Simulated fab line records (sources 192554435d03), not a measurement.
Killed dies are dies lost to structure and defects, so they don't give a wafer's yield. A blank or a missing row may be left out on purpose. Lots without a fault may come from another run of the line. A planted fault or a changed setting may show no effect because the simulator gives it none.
fab line records ; flow n5-finfet
[record] lots = 6; wafers = 17; last-day = 18
route steps=1938 shown FIN_CUT@165 BEOL_M4@1111 PASSIVATION@1936
lots that met no fault: taken from a fault-free run of the same line
start-h: hours from the record's first day to the start of the lot's first wafer shown ; wait-h: how many hours have passed since the lot's step before this one ; " same as the row above ; L1.1+2: a single row standing in for several wafers ; - either no value or no given start ; * or withheld: withheld ; < > ~ a bound
route shown NAME@n: a module of which the file shows steps, and the number in the route of the first ; usual: mean/standard deviation of fault-free wafers ; same: alike in all rows ; chamber/n: place in a boat ; sites: each site's reading ; _std_site: the values' standard deviation ; _edge_site: mean of outer sites minus mean of inner sites ; radius-mm: for every site, how far away it sits from the centre of the wafer ; mask NAME#n: copy n ; behind: the tool/chamber that last shaped the wafer ; hold: why the lot was held/for how many hours/how that ended ; device: names the non-switching transistor (n, p or np) ; end of line: the same wafers' tests at the end of the route ; where a step has no rows: the recipe by itself ; killed: not the wafer's yield, but the dies lost to structure and defects at the first sort ; map: per-die view of a wafer (x killed, . not killed, _ where there is no die)
set.NAME: the run value of the setting; set.NAME@STEP: its run value at that earlier step ; model.NAME: the simulator's own value behind a step, which no gauge read
certain route steps with their lots: each step a table, each wafer a row
services: from which hour (start-h, from the record's first day; less than 0 if before it) a tool's chamber was out of use, for how many hours, and why
[[steps]]
[step N5_FIN_CUT_INSPECT_10]
[recipe] mode = adi; inspect-instrument = brightfield
[usual] raw-defect-count = 43/12
lot.wafer;tool;chamber;start-h;wait-h;raw-defect-count
L707.2;defect-inspect-01;-;50.65;0.0;73
L707.3;defect-inspect-01;-;50.65;0.0;60
L707.6;defect-inspect-01;-;50.65;0.0;57
L711.1;defect-inspect-02;-;75.49;0.1;30
L711.2;defect-inspect-02;-;75.49;0.1;36
L711.5;defect-inspect-02;-;75.49;0.1;32
L713.1;defect-inspect-02;-;87.50;0.1;51
L713.3;defect-inspect-02;-;87.50;0.1;35
L713.5;defect-inspect-02;-;87.50;0.1;30
L720.3;defect-inspect-01;-;130.18;0.0;29
L720.5;defect-inspect-01;-;130.18;0.0;39
L720.6;defect-inspect-01;-;130.18;0.0;64
L722.3;defect-inspect-01;-;141.63;0.0;46
L722.4;defect-inspect-01;-;141.63;0.0;68
L722.5;defect-inspect-01;-;141.63;0.0;55
L726.1;defect-inspect-02;-;166.58;0.1;30
L726.5;defect-inspect-02;-;166.58;0.1;41
[step N5_FIN_CUT_DESCUM_13]
[recipe] chemistry = O2; time-s = 7; source-power-w = 50; bias-power-w = 20; pressure-mtorr = 20; rf-frequency-hz = 2.712e+07; temp-c = 40; resist = CAR-EUV; o2-flow-sccm = 225
[step N5_FIN_CUT_ETCH_30]
[recipe] chemistry = N2/H2; target = underlayer; target-depth-a = 130; mask-material = CAR-EUV; time-s = 10.4; ion-energy-ev = 200; pressure-mtorr = 30; source-w = 840; bias-w = 150; n2-flow-sccm = 200; h2-flow-sccm = 200; ends = cleared
[usual] drypump-motor-current-A = 6.0/0.42; etch-rf-on-time-s = 10.5/0.37; oes-product-au = 0.66/0.07; rf-vpp-V = 523.5/2.3; showerhead-plenum-p-Torr = 2.52/0.074; throttle-valve-pct = 17.81/0.26
lot.wafer;tool;chamber;start-h;wait-h;drypump-motor-current-A;etch-rf-on-time-s;oes-product-au;rf-hours-counter-h;rf-vpp-V;showerhead-plenum-p-Torr;throttle-valve-pct
L707.2;rie-diel-02;0;50.72;0.0;6.7;10.0;0.84;10;523.9;2.60;17.28
L707.3;rie-diel-02;2;50.72;0.0;5.7;9.9;0.61;204;520.5;2.42;18.21
L707.6;rie-diel-02;1;50.72;0.0;5.7;10.5;0.66;-;522.4;2.43;18.00
L711.1;rie-diel-03;3;75.60;0.0;6.4;10.5;0.62;177;525.0;2.63;17.86
L711.2;rie-diel-03;1;75.60;0.0;5.8;11.2;0.56;230;522.7;2.51;17.88
L711.5;rie-diel-03;3;75.60;0.0;6.4;10.5;0.63;-;524.1;2.63;17.87
L713.1;rie-diel-02;2;87.57;0.0;5.7;9.8;0.60;216;521.6;2.41;18.24
L713.3;rie-diel-02;1;87.57;0.0;5.8;10.3;0.65;128;520.7;2.43;18.03
L713.5;rie-diel-02;0;87.57;0.0;6.6;10.2;0.80;-;526.3;2.60;17.27
L720.3;rie-diel-01;1;130.24;0.0;6.1;10.9;0.79;12;521.2;2.49;17.78
L720.5;rie-diel-01;0;130.24;0.0;6.2;11.1;0.59;-;527.3;2.57;17.79
L720.6;rie-diel-01;3;130.24;0.0;5.9;11.1;0.60;-;523.3;2.53;18.00
L722.3;rie-diel-03;2;141.69;0.0;6.6;10.3;0.62;203;524.9;2.52;17.88
L722.4;rie-diel-03;0;141.69;0.0;5.3;10.7;0.69;97;524.5;2.55;17.63
L722.5;rie-diel-03;2;141.69;0.0;6.6;10.3;0.62;-;523.0;2.52;17.89
L726.1;rie-diel-03;1;166.65;0.0;5.8;10.9;0.82;3;521.8;2.50;17.48
L726.5;rie-diel-03;1;166.65;0.0;5.8;10.9;0.81;-;522.3;2.50;17.50
[step N5_FIN_CUT_ETCH_20]
[recipe] chemistry = CF4; target = SiARC; target-depth-a = 260; mask-material = CAR-EUV; time-s = 43.3; ion-energy-ev = 80; pressure-mtorr = 40; source-w = 545; bias-w = 36; Ar_flow_sccm = 100; cf4-flow-sccm = 100; ends = cleared
[usual] drypump-motor-current-A = 6.0/0.42; etch-rf-on-time-s = 43.6/1.5; oes-product-au = 0.66/0.07; rf-vpp-V = 183.8/1.2; showerhead-plenum-p-Torr = 2.13/0.061; throttle-valve-pct = 15.64/0.25
lot.wafer;tool;chamber;start-h;wait-h;drypump-motor-current-A;etch-rf-on-time-s;oes-product-au;rf-hours-counter-h;rf-vpp-V;showerhead-plenum-p-Torr;throttle-valve-pct
L707.2;rie-diel-02;0;50.74;0.0;6.6;42.2;0.82;10;185.2;2.20;15.19
L707.3;rie-diel-02;2;50.74;0.0;5.7;41.7;0.60;204;182.4;2.05;16.01
L707.6;rie-diel-02;1;50.74;0.0;5.7;43.4;0.67;-;182.6;2.08;15.94
L711.1;rie-diel-03;3;75.62;0.0;6.4;42.5;0.64;177;185.0;2.22;15.67
L711.2;rie-diel-03;1;75.62;0.0;5.8;46.4;0.57;230;183.0;2.10;15.75
L711.5;rie-diel-03;3;75.62;0.0;6.4;42.4;0.63;-;185.4;2.22;15.67
L713.1;rie-diel-02;2;87.59;0.0;5.7;41.6;0.60;216;182.6;2.05;16.06
L713.3;rie-diel-02;1;87.59;0.0;5.8;43.1;0.65;128;182.0;2.07;15.95
L713.5;rie-diel-02;0;87.59;0.0;6.6;42.6;0.79;-;184.1;2.19;15.18
L720.3;rie-diel-01;1;130.26;0.0;6.1;44.5;0.80;12;182.6;2.11;15.59
L720.5;rie-diel-01;0;130.26;0.0;6.2;45.0;0.59;-;184.8;2.19;15.78
L720.6;rie-diel-01;3;130.26;0.0;5.9;45.4;0.61;-;184.0;2.14;15.74
L722.3;rie-diel-03;2;141.71;0.0;6.6;42.6;0.62;203;182.5;2.11;15.60
L722.4;rie-diel-03;0;141.71;0.0;5.3;44.7;0.68;97;184.6;2.15;15.48
L722.5;rie-diel-03;2;141.71;0.0;6.6;42.7;0.62;-;183.3;2.11;15.61
L726.1;rie-diel-03;1;166.67;0.0;5.8;45.0;0.83;3;185.8;2.09;15.27
L726.5;rie-diel-03;1;166.67;0.0;5.9;45.7;0.81;-;183.7;2.09;15.29
[step N5_FIN_CUT_ETCH_21]
[recipe] chemistry = N2/H2; target = SOC; target-depth-a = 2190; overetch-a = 438; mask-material = SiARC; temp-c = 40; ion-energy-ev = 100; bias-w = 61; time-s = 523.5; pressure-mtorr = 30; source-w = 850; n2-flow-sccm = 200; h2-flow-sccm = 200
[usual] drypump-motor-current-A = 6.0/0.42; oes-product-au = 0.71/0.074; rf-vpp-V = 240.5/1.2; showerhead-plenum-p-Torr = 2.52/0.074; temp-c = 40.00/0.11; throttle-valve-pct = 17.76/0.25
lot.wafer;tool;chamber;start-h;wait-h;drypump-motor-current-A;oes-product-au;rf-hours-counter-h;rf-vpp-V;showerhead-plenum-p-Torr;temp-c;throttle-valve-pct
L707.2;rie-diel-02;0;50.78;0.0;6.7;0.87;11;242.1;2.60;40.10;17.22
L707.3;rie-diel-02;2;50.78;0.0;5.7;0.64;204;238.7;2.42;39.98;18.16
L707.6;rie-diel-02;1;50.78;0.0;5.7;0.72;-;240.3;2.43;40.04;17.95
L711.1;rie-diel-03;3;75.65;0.0;6.4;0.67;177;242.4;2.63;40.08;17.83
L711.2;rie-diel-03;1;75.65;0.0;5.9;0.64;230;240.5;2.51;39.94;17.85
L711.5;rie-diel-03;3;75.65;0.0;6.4;0.67;-;241.7;2.63;40.06;17.82
L713.1;rie-diel-02;2;87.63;0.0;5.7;0.63;216;240.2;2.41;39.99;18.19
L713.3;rie-diel-02;1;87.63;0.0;5.7;0.70;128;240.0;2.43;40.09;17.98
L713.5;rie-diel-02;0;87.63;0.0;6.6;0.85;-;241.5;2.60;40.14;17.23
L720.3;rie-diel-01;1;130.30;0.0;6.0;0.87;12;238.7;2.49;39.96;17.73
L720.5;rie-diel-01;0;130.30;0.0;6.2;0.64;-;242.1;2.57;40.09;17.76
L720.6;rie-diel-01;3;130.30;0.0;5.9;0.67;-;242.7;2.53;39.90;17.96
L722.3;rie-diel-03;2;141.75;0.0;6.6;0.66;203;240.7;2.52;40.07;17.85
L722.4;rie-diel-03;0;141.75;0.0;5.2;0.76;97;241.3;2.55;40.02;17.57
L722.5;rie-diel-03;2;141.75;0.0;6.6;0.67;-;240.5;2.52;39.98;17.85
L726.1;rie-diel-03;1;166.71;0.0;5.9;0.90;3;241.2;2.50;39.96;17.45
L726.5;rie-diel-03;1;166.71;0.0;5.8;0.90;-;240.3;2.50;39.90;17.45
[step N5_FIN_CUT_STRIP_23]
[recipe] chemistry = N2/H2; temp-c = 40; n2-flow-sccm = 200; h2-flow-sccm = 200; rf-frequency-hz = 6e+07
[step N5_FIN_CUT_STRIP_31]
[recipe] chemistry = N2/H2; temp-c = 40; n2-flow-sccm = 200; h2-flow-sccm = 200; rf-frequency-hz = 6e+07
[step N5_FIN_CUT_STRIP_24]
[recipe] chemistry = CF4; resist = SiARC; power-w = 300; bias-power-w = 75; pressure-mtorr = 50; cf4-flow-sccm = 150; rf-frequency-hz = 6e+07
[step N5_FIN_CUT_CUT_ETCH_26]
[recipe] chemistry = CH3F/O2; target = SiNx; target-depth-a = 390; mask-material = SOC; time-s = 55.7; pressure-mtorr = 30; source-w = 395; bias-w = 73; Ar_flow_sccm = 150; CH3F_flow_sccm = 30; O2_flow_sccm = 20; ion-energy-ev = 120
[usual] drypump-motor-current-A = 6.0/0.42; oes-product-au = 0.77/0.083; rf-vpp-V = 299/10; showerhead-plenum-p-Torr = 1.98/0.062; throttle-valve-pct = 16.34/0.25
lot.wafer;tool;chamber;start-h;wait-h;drypump-motor-current-A;oes-product-au;rf-hours-counter-h;rf-vpp-V;showerhead-plenum-p-Torr;throttle-valve-pct
L707.2;rie-diel-02;0;51.12;0.0;6.6;0.97;11;293;2.06;15.91
L707.3;rie-diel-02;2;51.12;0.0;5.7;0.71;205;302;1.89;16.66
L707.6;rie-diel-02;1;51.12;0.0;5.7;0.77;-;291;1.94;16.71
L711.1;rie-diel-03;3;76.00;0.0;6.4;0.72;177;277;2.06;16.31
L711.2;rie-diel-03;1;76.00;0.0;5.8;0.68;231;307;1.97;16.49
L711.5;rie-diel-03;3;76.00;0.0;6.4;0.72;-;277;2.06;16.32
L713.1;rie-diel-02;2;87.97;0.0;5.7;0.69;216;300;1.89;16.65
L713.3;rie-diel-02;1;87.97;0.0;5.8;0.77;129;291;1.93;16.73
L713.5;rie-diel-02;0;87.97;0.0;6.7;0.94;-;292;2.05;15.95
L720.3;rie-diel-01;1;130.65;0.0;6.1;0.94;12;297;1.96;16.29
L720.5;rie-diel-01;0;130.65;0.0;6.2;0.68;-;293;2.05;16.56
L720.6;rie-diel-01;3;130.65;0.0;5.9;0.71;-;299;1.99;16.44
L722.3;rie-diel-03;2;142.10;0.0;6.6;0.73;203;306;1.96;16.29
L722.4;rie-diel-03;0;142.10;0.0;5.2;0.81;97;303;2.01;16.21
L722.5;rie-diel-03;2;142.10;0.0;6.6;0.74;-;303;1.96;16.28
L726.1;rie-diel-03;1;167.05;0.0;5.8;0.98;3;306;1.96;16.07
L726.5;rie-diel-03;1;167.05;0.0;5.8;0.97;-;306;1.96;16.07
[step N5_FIN_CUT_CUT_ETCH_27]
[recipe] chemistry = CHF3/O2; target = SiO2; target-depth-a = 40; mask-material = SOC; overetch-a = 20; time-s = 4.9; pressure-mtorr = 30; source-w = 650; bias-w = 170; Ar_flow_sccm = 200; CHF3_flow_sccm = 50; O2_flow_sccm = 5; ion-energy-ev = 200
[step N5_FIN_CUT_PRECLEAN_35]
[recipe] time-s = 13.3; temp-c = 45; pressure-torr = 125; p-hf-torr = 3; p-coreactant-torr = 25; chemistry = vHF
[usual] drypump-motor-current-A = 5.45/0.3; foreline-p-Torr = 0.1280/0.00034; temp-c = 45.00/0.11
lot.wafer;tool;chamber;start-h;wait-h;drypump-motor-current-A;foreline-p-Torr;temp-c
L707.2;vapor-etch-01;1;51.23;0.0;5.62;0.1274;45.15
L707.3;vapor-etch-01;0;51.23;0.0;5.63;0.1283;45.03
L707.6;vapor-etch-01;0;51.23;0.0;5.62;0.1280;45.08
L711.1;vapor-etch-02;1;76.11;0.0;4.95;0.1283;44.99
L711.2;vapor-etch-02;0;76.11;0.0;5.57;0.1278;45.14
L711.5;vapor-etch-02;1;76.11;0.0;4.96;0.1280;45.04
L713.1;vapor-etch-02;1;88.08;0.0;4.95;0.1282;45.09
L713.3;vapor-etch-02;1;88.08;0.0;4.98;0.1278;44.80
L713.5;vapor-etch-02;1;88.08;0.0;4.97;0.1279;45.08
L720.3;vapor-etch-01;1;130.92;0.2;5.71;0.1279;44.95
L720.5;vapor-etch-01;1;130.92;0.2;5.71;0.1279;44.90
L720.6;vapor-etch-01;0;130.92;0.2;5.64;0.1281;44.99
L722.3;vapor-etch-02;0;142.23;0.1;5.60;0.1281;45.08
L722.4;vapor-etch-02;1;142.23;0.1;4.98;0.1280;44.89
L722.5;vapor-etch-02;1;142.23;0.1;4.95;0.1280;44.83
L726.1;vapor-etch-02;0;167.16;0.0;5.60;0.1277;44.72
L726.5;vapor-etch-02;0;167.16;0.0;5.56;0.1282;45.02
[step N5_FIN_CUT_CUT_ETCH_15]
[recipe] chemistry = HBr/Cl2/O2; target = Si; target-depth-a = 1000; bt-time-s = 10; mask-material = SOC; time-s = 42.4; ion-energy-ev = *; bias-w = *; pressure-mtorr = 10; icp-w = 800; HBr_flow_sccm = 150; Cl2_flow_sccm = 80; O2_flow_sccm = 12
[step N5_FIN_CUT_CUT_ETCH_28]
[recipe] chemistry = HBr/Cl2/O2; target = Si; target-depth-a = 60; mask-material = SOC; time-s = 2.4; ion-energy-ev = *; bias-w = *; pressure-mtorr = 10; icp-w = 800; HBr_flow_sccm = 150; Cl2_flow_sccm = 80; O2_flow_sccm = 12
[usual] drypump-motor-current-A = 5.6/0.42; he-backside-leak-sccm = 2.8/0.38; oes-product-au = 1.002/0.019; throttle-valve-pct = 37.25/0.27
lot.wafer;tool;chamber;start-h;wait-h;drypump-motor-current-A;he-backside-leak-sccm;oes-product-au;rf-hours-counter-h;throttle-valve-pct;model.etch.depth-nm
L707.2;rie-si-05;1;51.40;0.1;4.9;2.5;1.024;74;37.08;6.172
L707.3;rie-si-05;2;51.40;0.1;5.3;3.1;0.983;-;37.68;5.883
L707.6;rie-si-05;1;51.40;0.1;4.9;2.5;1.032;-;37.08;6.138
L711.1;rie-si-05;0;76.25;0.0;5.6;2.8;0.985;3;37.05;3.784
L711.2;rie-si-05;2;76.25;0.0;5.3;2.8;0.984;85;37.70;5.818
L711.5;rie-si-05;1;76.25;0.0;4.9;2.4;1.034;-;37.07;6.066
L713.1;rie-si-05;1;88.22;0.0;4.9;2.5;0.986;75;37.08;3.918
L713.3;rie-si-05;2;88.22;0.0;5.3;2.9;0.958;86;37.72;3.782
L713.5;rie-si-05;2;88.22;0.0;5.3;2.8;0.988;-;37.69;5.901
L720.3;rie-si-04;3;131.04;0.0;5.4;2.5;1.011;112;37.69;6.134
L720.5;rie-si-04;2;131.04;0.0;5.6;2.7;1.033;-;37.10;6.04
L720.6;rie-si-04;3;131.04;0.0;5.4;2.5;1.015;-;37.69;6.086
L722.3;rie-si-04;2;142.35;0.0;5.6;2.5;1.028;38;37.11;6.041
L722.4;rie-si-04;3;142.35;0.0;5.4;2.6;1.001;112;37.69;6.138
L722.5;rie-si-04;1;142.35;0.0;5.6;3.3;1.009;-;37.15;6.014
L726.1;rie-si-05;1;167.30;0.0;4.9;2.4;1.015;77;37.08;6.091
L726.5;rie-si-05;1;167.30;0.0;4.9;2.5;1.022;-;37.08;6.125
[step N5_FIN_CUT_STRIP_22]
[recipe] chemistry = N2/H2; power-w = 500; temp-c = 40; pressure-mtorr = 50; rf-frequency-hz = 6e+07; overash-fraction = 0.3; bias-power-w = 8; h2-frac = 0.5; n2-flow-sccm = 300; h2-flow-sccm = 300
[step N5_BEOL_M4_RC_MEAS_101]
[usual] DIBL_N = 36.1/2; DIBL_P = 36.3/2.5; IOFF_N = 0.16/0.037; IOFF_P = 0.21/0.039; ION_N = 678/15; ION_P = 465/8.7; SS_N = 71.4/0.7; SS_P = 73.3/0.74; VT_N = 249/3.6; VT_P = -250.0/2.9
lot.wafer;tool;chamber;start-h;wait-h;DIBL_N[mV/V];DIBL_P[mV/V];IOFF_N[nA/um];IOFF_P[nA/um];ION_N[uA/um];ION_P[uA/um];SS_N[mV/dec];SS_P[mV/dec];VT_N[mV];VT_P[mV]
L707.2;prober-01;0;195.98;0.2;37.2;35.3;0.16;0.21;684;466;71.8;73.9;249;-250.5
L707.3;prober-01;0;195.98;0.2;35.7;33.3;0.12;0.18;671;465;71.1;72.5;255;-252.7
L707.6;prober-01;0;195.98;0.2;40.8;38.9;0.23;0.28;690;457;72.8;74.5;245;-249.0
L711.1;prober-02;0;232.92;0.0;34.1;35.9;0.13;0.16;673;463;70.8;72.2;253;-254.6
L711.2;prober-02;0;232.92;0.0;34.2;36.3;0.13;0.16;677;459;70.8;72.2;252;-255.3
L711.5;prober-02;0;232.92;0.0;37.2;39.5;0.19;0.22;695;469;71.4;73.8;247;-253.5
L713.1;prober-02;0;238.76;0.0;38.3;37.1;0.21;0.25;692;466;72.3;74.3;245;-248.0
L713.3;prober-02;0;238.76;0.0;36.3;35.6;0.16;0.21;692;472;72.3;73.4;250;-250.9
L713.5;prober-02;0;238.76;0.0;38.0;38.4;0.20;0.27;717;484;72.4;74.0;246;-247.1
L720.3;prober-02;0;299.46;0.3;32.7;32.9;0.11;0.16;668;463;70.4;72.5;256;-250.3
L720.5;prober-02;0;299.46;0.3;33.5;33.2;0.12;0.16;664;460;70.7;72.6;254;-253.1
L720.6;prober-02;0;299.46;0.3;38.5;41.1;0.21;0.30;676;469;71.9;74.7;247;-245.6
L722.3;prober-02;0;308.58;0.3;34.3;35.7;0.13;0.20;681;470;70.7;73.4;254;-250.4
L722.4;prober-02;0;308.58;0.3;34.2;35.2;0.14;0.20;667;456;70.6;72.8;250;-253.2
L722.5;prober-02;0;308.58;0.3;38.5;40.9;0.22;0.27;704;481;71.8;73.7;245;-248.8
L726.1;prober-02;0;313.10;0.0;34.4;35.3;0.13;0.20;663;456;70.3;73.5;250;-248.7
L726.5;prober-02;0;313.10;0.0;32.6;32.2;0.11;0.16;674;474;70.5;72.4;252;-252.8
[step N5_PASSIVATION_PROBE_49]
[usual] defect-limited-yield = 91.1/1.3; killed_at_M0_to_M3 = 32/9.7; killed_at_M4_up = 16/6; killed-at-contacts = 12/5.9; killed-at-front-end = 41/11; killed-at-other = 4/3.1; killed-dies = 104/16; killed-open = 68/12; killed-short = 34/7.4; sort_bin_5_function = 5.1/0.85; sort_bin_6_memory = 3.3/0.66; sort-n-pass = 1075/16; sort-yield-pct = 91.1/1.4
[same] gross-dies = 1180; killed-at-back-side = 0; sort_bin_4_leakage[%] = 0; sort_bin_8_speed[%] = 0
lot.wafer;tool;chamber;start-h;wait-h;defect-limited-yield[%];killed_at_M0_to_M3;killed_at_M4_up;killed-at-contacts;killed-at-front-end;killed-at-other;killed-dies;killed-open;killed-short;sort_bin_5_function[%];sort_bin_6_memory[%];sort-n-pass;sort-yield-pct[%]
L711.2;prober-01;-;332.25;0.1;91.8;32;12;17;34;2;97;51;40;4.5;3.1;1083;91.8
L720.5;prober-01;-;400.14;0.2;92.5;29;22;6;28;4;89;52;37;4.7;2.6;1091;92.5
L720.6;prober-01;-;400.19;0.3;92.8;25;15;8;37;0;85;57;21;3.5;3.1;1095;92.8
L722.3;prober-01;-;425.39;0.1;90.3;30;12;17;50;5;114;72;41;6.0;3.5;1066;90.3
L722.4;prober-01;-;425.44;0.2;88.6;32;28;5;67;3;135;94;34;6.8;4.0;1045;88.6
L722.5;prober-01;-;425.49;0.2;90.2;42;14;4;53;3;116;65;41;4.7;3.6;1064;90.2
// killed by level:class
L711.2 FIN_SAQP:geometric-particle:short=15 MOL_CONTACT_COAG:geometric-particle:open=13 BEOL_M0_SAQP:geometric-particle:open=7 BEOL_M5:geometric-particle:open=6 BEOL_M1:geometric-particle:open=6 BEOL_M0_SAQP:geometric-particle:short=5 MOL_CONTACT_COAG:geometric-particle:short=4 BEOL_M2:geometric-particle:open=4
L720.5 BEOL_M4:geometric-particle:open=10 FIN_SAQP:geometric-particle:short=9 BEOL_M0_SAQP:geometric-particle:short=6 BEOL_M0_SAQP:geometric-particle:open=6 BEOL_M3:geometric-particle:open=6 MOL_CONTACT_COAG:geometric-particle:open=5 FIN_SAQP:geometric-particle:open=3 STI_FIN_REVEAL:geometric-particle:open=3
L720.6 MOL_CONTACT_COAG:geometric-particle:open=7 BEOL_M1:geometric-particle:open=7 HKMG_FIN:area-etch=7 BEOL_M4:geometric-particle:open=6 BEOL_M0_SAQP:geometric-particle:short=5 STARTING-WAFER:geometric-particle:open=5 FIN_SAQP:geometric-particle:open=4 DUMMY_GATE:geometric-particle:open=4
L722.3 MOL_CONTACT_COAG:geometric-particle:open=16 FIN_SAQP:geometric-particle:short=15 BEOL_M0_SAQP:geometric-particle:short=12 FIN_SAQP:geometric-particle:open=9 DUMMY_GATE:geometric-particle:open=7 BEOL_M4:geometric-particle:open=6 STI_FIN_REVEAL:geometric-particle:open=5 BEOL_M2:geometric-particle:open=5
L722.4 BEOL_M4:geometric-particle:open=18 FIN_SAQP:geometric-particle:open=16 DUMMY_GATE:geometric-particle:open=13 BEOL_M0_SAQP:geometric-particle:open=13 STI_FIN_REVEAL:geometric-particle:open=12 FIN_SAQP:geometric-particle:short=9 BEOL_M0_SAQP:geometric-particle:short=7 BEOL_M3:geometric-particle:open=6
L722.5 BEOL_M0_SAQP:geometric-particle:short=13 FIN_SAQP:geometric-particle:open=11 HKMG_FIN:area-etch=9 BEOL_M3:geometric-particle:open=8 BEOL_M0_SAQP:geometric-particle:open=7 BEOL_M2:geometric-particle:open=6 BEOL_M4:geometric-particle:open=6 STI_FIN_REVEAL:geometric-particle:open=5
[[services]]
tool;chamber;start-h;hours;kind
rie-si-04;0;27.24;12.2;repair
rie-diel-02;1;37.33;11.9;repair
vapor-etch-02;-;39.39;0.2;repair
rie-si-05;0;42.00;15.4;repair
rie-diel-02;-;53.57;1.2;repair
rie-diel-01;1;55.31;-;clean
rie-diel-01;1;55.31;-;consumable-replace:focus-ring
rie-diel-01;1;55.31;27.1;scheduled-down
rie-diel-01;1;55.31;27.1;vent-cycle
rie-si-05;2;90.35;12.3;repair
rie-si-05;0;95.30;2.4;repair
rie-diel-02;2;114.71;9.7;repair
rie-diel-03;1;142.19;-;clean
rie-diel-03;1;142.19;-;consumable-replace:focus-ring
rie-diel-03;1;142.19;18.4;scheduled-down
rie-diel-03;1;142.19;18.4;vent-cycle
rie-diel-01;0;143.73;-;clean
rie-diel-01;0;143.73;-;consumable-replace:focus-ring
rie-diel-01;0;143.73;12.9;scheduled-down
rie-diel-01;0;143.73;12.9;vent-cycle
rie-si-04;2;156.14;6.2;repair
rie-diel-02;3;159.82;13.2;repair
rie-si-05;2;164.19;6.8;repair
[[key]]
first-sign none at tools or gauges
[model-effect] step = N5_FIN_CUT_CUT_ETCH_28; value = etch.depth-nm; without = 6.026; struck = 3.828
met-at N5_FIN_CUT_CUT_ETCH_28
struck-wafers L711.1,L713.1,L713.3
onset-between 51.40 76.25
[fault] kind = process-parameter-drift; tool = rie-si-05; chamber = -; onset-h = 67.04; steps = N5_FIN_CUT_CUT_ETCH_28; channel = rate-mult; offset = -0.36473; shape = step; end-h = 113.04; scope = struck-wafers-only
